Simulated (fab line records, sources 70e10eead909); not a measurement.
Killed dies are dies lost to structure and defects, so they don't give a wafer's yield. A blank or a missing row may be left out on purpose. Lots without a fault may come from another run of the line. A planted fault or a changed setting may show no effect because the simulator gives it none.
fab line records | flow nand_harc
record lots=13 wafers=39 last_day=25
route steps=1159 shown A_STAIRCASE@707 THIN_TSV@1118 END@1159
lots that met no fault: from a run of the same line without faults
start_h: hours from the record's first day to the start of the lot's first wafer shown | wait_h: hours since the lot's step before | " the same as in the row above | L1.1+2: a row that stands for several wafers | - no value, or no start given | * or withheld: withheld | < > ~ a bound
route shown NAME@n: a module of which the file shows steps, and the number in the route of the first | usual: mean/standard deviation of fault-free wafers | same: alike in all rows | chamber/n: place in a boat | sites: the reading at each site | _std_site: their standard deviation | _edge_site: outer sites' mean less inner sites' | radius_mm: how far each site lies from the wafer's centre | mask NAME#n: copy n | behind: the tool/chamber that last shaped the wafer | hold: why the lot was held/for how many hours/how that ended | device: the transistor (n, p or np) that didn't switch | end of line: the same wafers' tests at the end of the route | a step without rows: its recipe alone | killed: dies lost to structure and defects at the first sort, not the wafer's yield | map: a wafer's dies, x killed, . not, _ none there
set.NAME: the setting as run; set.NAME@STEP: as run at that earlier step | model.NAME: the simulator's own value behind a step, which no gauge read
steps of the route over a sample of lots; a table a step, a row a wafer
services: from which hour (start_h, from the record's first day; less than 0 if before it) a tool's chamber was out of use, for how many hours, and why
## steps
# step NHARC_A_STAIRCASE_DEP_151
# recipe target_thk_a=38000 temp_c=400 target_thk_nm=3800 teos_flow_sccm=200 rf_w=500 material=SiO2
# usual heater_power_w=603/76
# columns lot.wafer tool chamber start_h wait_h heater_power_w
L823.3 pecvd-03 1 279.23 0.4 576
L823.4 " 1 " " 543
L823.5 " 2 " " 537
L827.2 pecvd-02 2 288.76 0.5 517
L827.1 " 0 " " 682
L827.4 " 2 " " 484
L826.1 pecvd-03 0 289.19 1.0 687
L826.2 " 1 " " 564
L826.5 " 0 " " 557
L828.2 pecvd-02 2 316.47 0.6 608
L828.4 " 1 " " 548
L828.5 " 2 " " 496
L829.3 pecvd-04 1 322.85 0.4 601
L829.2 " 2 " " 647
L829.5 " 1 " " 522
L830.5 pecvd-02 1 331.21 0.7 553
L830.4 " 2 " " 489
L830.6 " 0 " " 647
L832.2 pecvd-02 2 331.49 0.9 553
L832.3 " 1 " " 655
L832.4 " 2 " " 521
L836.2 pecvd-02 1 354.12 0.8 606
L836.4 " 0 " " 582
L836.6 " 2 " " 464
L835.2 pecvd-02 1 360.72 0.5 693
L835.3 " 2 " " 539
L835.6 " 1 " " 594
L837.1 pecvd-02 1 368.46 0.6 669
L837.2 " 2 " " 552
L837.5 " 0 " " 591
L840.2 pecvd-02 0 385.06 0.5 727
L840.3 " 2 " " 500
L840.6 " 1 " " 586
L843.3 pecvd-04 1 401.43 0.4 683
L843.1 " 2 " " 664
L843.2 " 0 " " 582
L845.2 pecvd-03 0 429.48 0.4 669
L845.3 " 1 " " 627
L845.6 " 2 " " 561
# step NHARC_THIN_TSV_DESCUM_14
# recipe time_s=3 o2_flow_sccm=200 ar_flow_sccm=0 bias_power_w=0 chemistry=O2
# usual drypump_motor_current_A=5.6/0.39 oes_product_au=0.999/0.0088 rf_vpp_V=57.6/0.91 showerhead_plenum_p_Torr=1.88/0.091 throttle_valve_pct=11.311/0.0091
# same time_s=3
# columns lot.wafer tool chamber start_h wait_h drypump_motor_current_A oes_product_au rf_hours_counter_h rf_vpp_V showerhead_plenum_p_Torr throttle_valve_pct
L823.3 rie_diel-07 0 434.78 - 5.7 1.003 1 57.7 1.79 11.312
L823.4 " 1 " " 5.7 0.996 2 59.0 1.90 11.300
L823.5 " 3 " " 5.7 1.009 - 57.9 1.87 11.306
L826.1 rie_diel-07 2 435.96 - 5.1 1.010 2 57.6 1.83 11.304
L826.2 " 0 " " 5.7 0.995 2 57.7 1.79 11.309
L826.5 " 3 " " 5.7 1.007 - 57.1 1.87 11.296
L827.2 rie_diel-07 0 444.71 - 5.7 0.995 3 58.0 1.79 11.308
L827.1 " 1 " " 5.6 0.998 3 56.4 1.90 11.322
L827.4 " 2 " " 5.1 1.005 3 56.8 1.83 11.298
L829.2 rie_diel-07 0 458.07 - 5.7 1.004 4 57.8 1.79 11.312
L829.3 " 1 " " 5.7 0.999 4 57.0 1.90 11.315
L829.5 " 1 " " 5.7 0.992 - 57.8 1.90 11.301
L828.4 rie_diel-13 0 474.91 - 5.3 0.981 1 57.1 1.80 11.309
L828.2 " 2 " " 5.8 0.993 1 57.2 1.80 11.327
L828.5 " 1 " " 6.1 0.995 - 58.7 1.91 11.313
L830.4 rie_diel-05 0 475.98 - 5.2 1.001 15 56.5 1.77 11.314
L830.5 " 1 " " 5.8 0.999 - 55.7 1.93 11.323
L830.6 " 2 " " 6.3 0.991 - 58.4 2.03 11.305
L832.4 rie_diel-13 0 477.03 - 5.3 0.988 1 55.4 1.80 11.314
L832.2 " 1 " " 6.1 1.002 2 58.3 1.91 11.306
L832.3 " 2 " " 5.8 0.996 1 57.4 1.80 11.323
L836.4 rie_diel-05 1 498.08 - 5.9 1.002 18 56.4 1.92 11.300
L836.2 " 2 " " 6.4 0.992 18 58.7 2.03 11.308
L836.6 " 0 " " 5.2 1.013 - 58.0 1.77 11.295
L835.3 rie_diel-07 3 501.47 - 5.7 0.984 6 57.4 1.87 11.318
L835.2 " 0 " " 5.7 1.001 6 56.6 1.79 11.341
L835.6 " 3 " " 5.7 0.988 - 57.3 1.87 11.317
L837.1 rie_diel-13 0 526.62 - 5.3 0.981 4 57.6 1.80 11.308
L837.2 " 1 " " 6.1 1.000 5 58.5 1.91 11.309
L837.5 " 0 " " 5.3 0.983 - 58.5 1.80 11.311
L840.3 rie_diel-13 2 534.88 - 5.8 1.000 5 57.6 1.79 11.337
L840.2 " 3 " " 5.1 0.992 5 58.7 2.04 11.300
L840.6 " 2 " " 5.8 0.993 - 57.6 1.79 11.306
L843.1 rie_diel-13 0 549.63 - 5.3 0.995 6 57.8 1.79 11.308
L843.2 " 1 " " 6.1 1.000 7 57.6 1.91 11.312
L843.3 " 2 " " 5.7 1.008 6 56.9 1.79 11.323
L845.2 rie_diel-05 3 573.64 - 6.4 1.012 4 58.0 2.04 11.312
L845.3 " 0 " " 5.1 1.011 4 58.5 1.77 11.310
L845.6 " 3 " " 6.4 1.005 - 57.6 2.04 11.306
# step NHARC_THIN_TSV_CD_MEAS_33
# recipe target_cd_nm=5000 landing_energy_ev=500
# usual cd_nm=5000.7/1.9
# columns lot.wafer tool chamber start_h wait_h cd_nm
L823.3 cd_sem-03 0 440.57 - 5000.4
L823.4 " 0 " " 5002.2
L823.5 " 0 " " 4999.9
L826.1 cd_sem-01 0 441.72 - 4998.6
L826.2 " 0 " " 5000.4
L826.5 " 0 " " 5002.2
L827.1 cd_sem-02 0 450.50 - 4999.1
L827.2 " 0 " " 4999.0
L827.4 " 0 " " 5000.2
L829.2 cd_sem-01 0 464.07 - 5001.9
L829.3 " 0 " " 5003.6
L829.5 " 0 " " 5000.3
L828.2 cd_sem-03 0 480.53 - 4998.4
L828.4 " 0 " " 5000.2
L828.5 " 0 " " 4999.6
L830.4 cd_sem-01 0 481.72 - 5002.3
L830.5 " 0 " " 5002.0
L830.6 " 0 " " 5004.8
L832.2 cd_sem-01 0 483.04 - 5000.7
L832.3 " 0 " " 5003.6
L832.4 " 0 " " 5000.5
L836.2 cd_sem-03 0 504.11 - 5002.1
L836.4 " 0 " " 5002.8
L836.6 " 0 " " 5002.6
L835.2 cd_sem-01 0 507.49 - 5001.0
L835.3 " 0 " " 5001.2
L835.6 " 0 " " 4997.5
L837.1 cd_sem-02 0 532.37 - 5003.5
L837.2 " 0 " " 4998.7
L837.5 " 0 " " 4999.8
L840.2 cd_sem-02 0 540.51 - 5001.4
L840.3 " 0 " " 5000.4
L840.6 " 0 " " 5002.9
L843.1 cd_sem-02 0 555.40 - 5003.1
L843.2 " 0 " " 5000.1
L843.3 " 0 " " 5003.2
L845.2 cd_sem-03 0 579.26 - 5003.7
L845.3 " 0 " " 5002.8
L845.6 " 0 " " 4999.6
# step NHARC_THIN_TSV_DESCUM_35
# recipe time_s=3 o2_flow_sccm=200 ar_flow_sccm=0 bias_power_w=0 chemistry=O2
# usual drypump_motor_current_A=5.7/0.43 oes_product_au=1.001/0.0086 rf_vpp_V=57.7/0.89 showerhead_plenum_p_Torr=1.90/0.099 throttle_valve_pct=11.311/0.0088
# same time_s=3
# columns lot.wafer tool chamber start_h wait_h drypump_motor_current_A oes_product_au rf_hours_counter_h rf_vpp_V showerhead_plenum_p_Torr throttle_valve_pct
L823.3 rie_diel-07 2 440.75 - 5.2 1.009 2 57.1 1.83 11.300
L823.4 " 0 " " 5.7 1.001 3 58.4 1.79 11.310
L823.5 " 1 " " 5.6 1.000 - 57.0 1.90 11.313
L826.1 rie_diel-13 1 441.89 - 6.1 1.002 6 57.5 1.92 11.306
L826.2 " 3 " " 5.1 0.993 9 59.0 2.05 11.306
L826.5 " 0 " " 5.3 0.996 - 58.6 1.80 11.311
L827.2 rie_diel-05 2 450.66 - 6.3 0.990 13 58.4 2.03 11.312
L827.1 " 3 " " 6.4 1.005 11 59.3 2.05 11.309
L827.4 " 0 " " 5.2 1.007 11 57.1 1.78 11.312
L829.3 rie_diel-05 3 464.25 - 6.4 1.009 13 59.1 2.05 11.310
L829.2 " 0 " " 5.2 1.000 13 58.3 1.77 11.311
L829.5 " 2 " " 6.3 0.999 - 57.8 2.03 11.314
L828.2 rie_diel-07 3 480.69 - 5.8 0.997 5 57.2 1.87 11.317
L828.4 " 1 " " 5.7 0.997 6 58.2 1.90 11.315
L828.5 " 3 " " 5.8 1.004 - 57.5 1.87 11.318
L830.4 rie_diel-13 3 481.90 - 5.1 1.015 2 58.0 2.05 11.294
L830.5 " 1 " " 6.1 1.003 - 59.3 1.91 11.291
L830.6 " 2 " " 5.7 0.990 - 57.7 1.79 11.298
L832.4 rie_diel-05 3 483.21 - 6.4 1.003 16 58.1 2.05 11.321
L832.2 " 0 " " 5.2 1.017 15 57.7 1.77 11.315
L832.3 " 1 " " 5.9 1.008 17 57.4 1.93 11.318
L836.2 rie_diel-07 0 504.28 - 5.7 1.000 7 57.6 1.79 11.297
L836.4 " 2 " " 5.1 1.014 7 57.6 1.82 11.321
L836.6 " 1 " " 5.7 0.995 - 58.3 1.90 11.318
L835.2 rie_diel-05 2 507.65 - 6.4 0.996 20 58.6 2.03 11.301
L835.3 " 1 " " 5.9 1.004 19 56.7 1.92 11.307
L835.6 " 2 " " 6.4 0.998 - 58.8 2.03 11.309
L837.2 rie_diel-05 1 532.53 - 5.9 1.013 0 58.5 1.92 11.315
L837.1 " 0 " " 5.2 0.999 0 57.3 1.77 11.327
L837.5 " 2 " " 6.3 0.992 - 57.7 2.03 11.324
L840.3 rie_diel-07 1 540.66 - 5.7 0.996 10 57.8 1.90 11.319
L840.2 " 2 " " 5.1 1.012 9 56.9 1.82 11.328
L840.6 " 2 " " 5.1 1.011 - 57.8 1.82 11.321
L843.3 rie_diel-13 1 555.57 - 6.1 1.009 7 56.2 1.91 11.297
L843.1 " 2 " " 5.7 1.002 7 55.8 1.79 11.319
L843.2 " 0 " " 5.3 0.990 7 57.9 1.79 11.311
L845.3 rie_diel-07 2 579.45 - 5.2 1.019 11 57.5 1.82 11.326
L845.2 " 3 " " 5.7 0.996 10 58.8 1.87 11.311
L845.6 " 2 " " 5.1 1.010 - 56.9 1.82 11.315
# step NHARC_END_SORT_01
# recipe temp_c=25
# usual killed_at_array=27/11 killed_at_other=0.6/1 killed_at_periphery=3.0/2.1 killed_dies=31/12 killed_open=3.2/1.7 killed_short=1.7/1.4
# same gross_dies=677
# columns lot.wafer tool chamber start_h wait_h killed_at_array killed_at_other killed_at_periphery killed_dies killed_open killed_short
L835.2 prober-01 0 520.03 2.8 94 0 4 98 4 1
L835.3 prober-01 0 520.85 3.1 92 0 3 95 0 0
L835.6 prober-01 0 523.29 4.1 104 0 5 109 4 4
L837.1 prober-02 0 540.05 2.5 74 0 4 78 3 2
L837.2 prober-02 0 540.85 2.8 84 1 3 88 6 2
L837.5 prober-02 0 543.24 3.7 96 1 2 99 7 1
L840.2 prober-02 0 550.09 2.8 84 1 4 89 2 2
L840.3 prober-02 0 550.90 3.1 74 2 5 81 2 2
L840.6 prober-02 0 553.32 4.0 69 0 10 79 3 1
# killed by level:class
L835.2 A_STAIRCASE:unspecified=52 A_SLIT:chamber_film_flake=14 A_CHANNEL_HOLE_D1:chamber_film_flake=13 A_CONTACT:chamber_film_flake=6 P_GATE:chamber_film_flake=4 A_STAIRCASE:chamber_film_flake=3 A_ONON_D1:geometric_particle:open=2 A_CHANNEL_FILL_D1:geometric_particle:open=1
L835.3 A_STAIRCASE:unspecified=57 A_SLIT:chamber_film_flake=17 A_CHANNEL_HOLE_D1:chamber_film_flake=10 A_STAIRCASE:chamber_film_flake=5 A_CONTACT:chamber_film_flake=3 P_GATE:chamber_film_flake=2 P_ZERO_WELL:chamber_film_flake=1
L835.6 A_STAIRCASE:unspecified=60 A_CHANNEL_HOLE_D1:chamber_film_flake=18 A_SLIT:chamber_film_flake=13 A_CONTACT:chamber_film_flake=4 A_STAIRCASE:chamber_film_flake=3 A_WL_FILL:geometric_particle:short=2 P_GATE:chamber_film_flake=2 P_CONTACT:geometric_particle:short=1
L837.1 A_STAIRCASE:unspecified=55 A_CHANNEL_HOLE_D1:chamber_film_flake=10 A_CONTACT:chamber_film_flake=4 P_CONTACT:geometric_particle:open=3 A_SGD_CUT:geometric_particle:short=1 A_WL_FILL:geometric_particle:short=1 P_GATE:chamber_film_flake=1 A_STAIRCASE:chamber_film_flake=1
L837.2 A_STAIRCASE:unspecified=52 A_CHANNEL_HOLE_D1:chamber_film_flake=19 A_CONTACT:chamber_film_flake=3 P_M0:geometric_particle:open=2 A_SOURCE_PLATE:geometric_particle:open=2 A_CONTACT:geometric_particle:open=2 A_STAIRCASE:chamber_film_flake=2 A_SLIT:chamber_film_flake=2
L837.5 A_STAIRCASE:unspecified=67 A_CHANNEL_HOLE_D1:chamber_film_flake=17 A_STAIRCASE:chamber_film_flake=3 P_M0:geometric_particle:open=2 A_CONTACT:chamber_film_flake=2 A_SOURCE_PLATE:geometric_particle:open=1 A_WL_FILL:geometric_particle:short=1 A_CONTACT:geometric_particle:open=1
L840.2 A_STAIRCASE:unspecified=65 A_CHANNEL_HOLE_D1:chamber_film_flake=5 A_STAIRCASE:chamber_film_flake=4 A_CONTACT:chamber_film_flake=3 P_STI:chamber_film_flake=2 P_GATE:chamber_film_flake=2 A_ZERO_WELL:chamber_film_flake=2 A_ONON_D1:geometric_particle:short=1
L840.3 A_STAIRCASE:unspecified=56 A_CHANNEL_HOLE_D1:chamber_film_flake=6 A_CONTACT:chamber_film_flake=6 P_STI:chamber_film_flake=3 A_WL_FILL:chamber_film_flake=2 THIN_TSV:chamber_film_flake=2 P_ZERO_WELL:geometric_particle:open=1 A_ONON_D1:geometric_particle:short=1
L840.6 A_STAIRCASE:unspecified=59 P_STI:chamber_film_flake=4 A_CHANNEL_HOLE_D1:chamber_film_flake=3 A_CONTACT:chamber_film_flake=3 P_M0:geometric_particle:open=2 A_STAIRCASE:chamber_film_flake=2 P_GATE:geometric_particle:open=1 A_CONTACT:geometric_particle:short=1
## services
# columns tool chamber start_h hours kind
rie_diel-05 2 255.34 15.7 repair
pecvd-02 - 261.75 1.0 repair
rie_diel-07 3 266.64 12.9 repair
rie_diel-13 - 276.01 9.0 pm
rie_diel-05 0 290.93 32.6 repair
rie_diel-05 1 305.71 16.6 repair
rie_diel-07 0 320.38 9.3 repair
rie_diel-13 1 333.44 30.3 repair
pecvd-02 - 334.00 13.0 pm
rie_diel-05 - 340.67 9.0 pm
rie_diel-13 0 362.54 4.0 repair
rie_diel-13 0 375.92 8.1 repair
rie_diel-13 0 390.10 5.0 repair
rie_diel-07 - 391.30 0.3 repair
rie_diel-07 - 405.20 9.0 pm
rie_diel-13 - 415.69 22.2 repair
rie_diel-13 - 453.01 9.0 pm
pecvd-02 2 453.91 2.9 repair
rie_diel-07 0 468.42 3.9 repair
rie_diel-05 - 480.65 0.8 repair
rie_diel-05 3 512.56 1.2 repair
pecvd-02 - 515.05 13.0 pm
rie_diel-05 - 517.67 9.0 pm
rie_diel-07 3 518.42 3.1 repair
## key
first_sign step=NHARC_END_SORT_01 reading=killed_at_array direction=up sigmas=5.1 usual=27 struck=86
effect step=NHARC_END_SORT_01 reading=killed_dies direction=up sigmas=5 usual=31 struck=91
more_kills_born_at NHARC_A_STAIRCASE_DEP_151@pecvd-02=523
met_at NHARC_A_STAIRCASE_DEP_151
struck_lots L835,L837,L840
tester_left_out L835,L837,L840
not_acting_at NHARC_THIN_TSV_DESCUM_14,NHARC_THIN_TSV_CD_MEAS_33,NHARC_THIN_TSV_DESCUM_35
onset_between 354.12 360.72
fault kind=chamber_particle_source tool=pecvd-02 chamber=- onset_h=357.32 steps=NHARC_A_STAIRCASE_DEP_151 rate_per_visit_cm2=0.68946 end_h=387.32
# tester_left_out: of these lots the tester's yield and bins aren't shown, on N5 and GAA mostly nor the transistor test; their killed dies are dies lost to structure and defects alone, not to doping, threshold or leakage, so they don't give the yield
